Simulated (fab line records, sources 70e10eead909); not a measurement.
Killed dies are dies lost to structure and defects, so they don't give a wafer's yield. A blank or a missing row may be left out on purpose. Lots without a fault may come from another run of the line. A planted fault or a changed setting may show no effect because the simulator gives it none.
Problem report in the 8D (eight disciplines) form, filled by code | flow nand_harc | the parts of the form that need people (team, actions taken, sign-off) are left out

1. THE PROBLEM
thk_nm at NHARC_A_ONON_D1_THK_MEAS_08 reads a mean of 730 nm on 3 wafers of 2 lots; wafers without a fault read 1004 nm with a standard deviation of 13. That is -21 standard deviations from the usual mean.
The step: measures by ellipsometry.
First seen on wafer L435.2, day 13 00:11, on film_metro-02. The record holds 39 wafers of 13 lots with a number at this step. Rule for "out", or "out of limits": more than 4 standard deviations from the usual mean. The other wafers with a number count as sound.

2. WHAT IT IS AND WHAT IT IS NOT
question                    | is                           | is not
which readings at this step | thk_nm                       | -
which lots                  | L435, L437                   | L423, L424, L425, L434, L438, L440, L441, L443, L444, L445, L446
which wafers of those lots  | L435.2, L435.5, L437.4       | L435.6, L437.3, L437.6
read on which gauges        | film_metro-01, film_metro-02 | -
when                        | from day 13 00:11            | up to then (13 sound wafers); but 23 sound wafers of L437, L438, L440, L441, L443, L444, L445, L446 came after

3. SUSPECTS, AND WHAT RULES EACH OUT
Counting: a tool at a process step up to the reading stays a suspect if it ran every lot that is out. Sound lots after the first of them don't rule it out here, since some wafers of a struck lot are sound.
- the gauge at NHARC_A_ONON_D1_THK_MEAS_08: ruled out. The wafers that are out were read on 2 gauges (film_metro-01, film_metro-02).
- pecvd_onon-02 at NHARC_A_ONON_D1_DEP_06 (target thk 1000 nm): kept. It ran every lot that is out, first L435 (day 12 23:43); its last sound lot up to then is L425 (day 8 10:57).
Left after counting: pecvd_onon-02 at NHARC_A_ONON_D1_DEP_06.

4. THE CAUSE (what the simulator had put in)
Process parameter drift: pecvd_onon-02, from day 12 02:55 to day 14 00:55, at NHARC_A_ONON_D1_DEP_06. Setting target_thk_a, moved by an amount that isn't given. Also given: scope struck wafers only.
Counting left only this tool.

5. THE CHAIN OF EFFECTS, in route order
Each row: a reading whose mean over the struck wafers that have a number lies more than 3 standard deviations from the usual. Only readings for which the record gives a usual standard deviation are gone through. hours: the time from each lot's start at the first step in this table that gives one to its start at this step, as a median over the lots. sigmas: the change in usual standard deviations.
hours | step                        | reading         | usual   | on struck wafers | change | sigmas
0     | NHARC_A_ONON_D1_THK_MEAS_08 | thk_nm          | 1004 nm | 730              | -274   | -21
396   | NHARC_END_SORT_01           | killed_at_array | 56      | 673              | +617   | +32
396   | NHARC_END_SORT_01           | killed_dies     | 61      | 677              | +616   | +32

6. WHAT WOULD HAVE CAUGHT IT SOONER
In this record the first reading out of limits at a measuring or inspecting step was taken at day 13 00:11, 21 hours after the fault began at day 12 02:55.
Of the lots that are out (2), L437 began NHARC_A_ONON_D1_DEP_06 on pecvd_onon-02 after day 13 00:11. A hold on the tool at that time would have spared it.
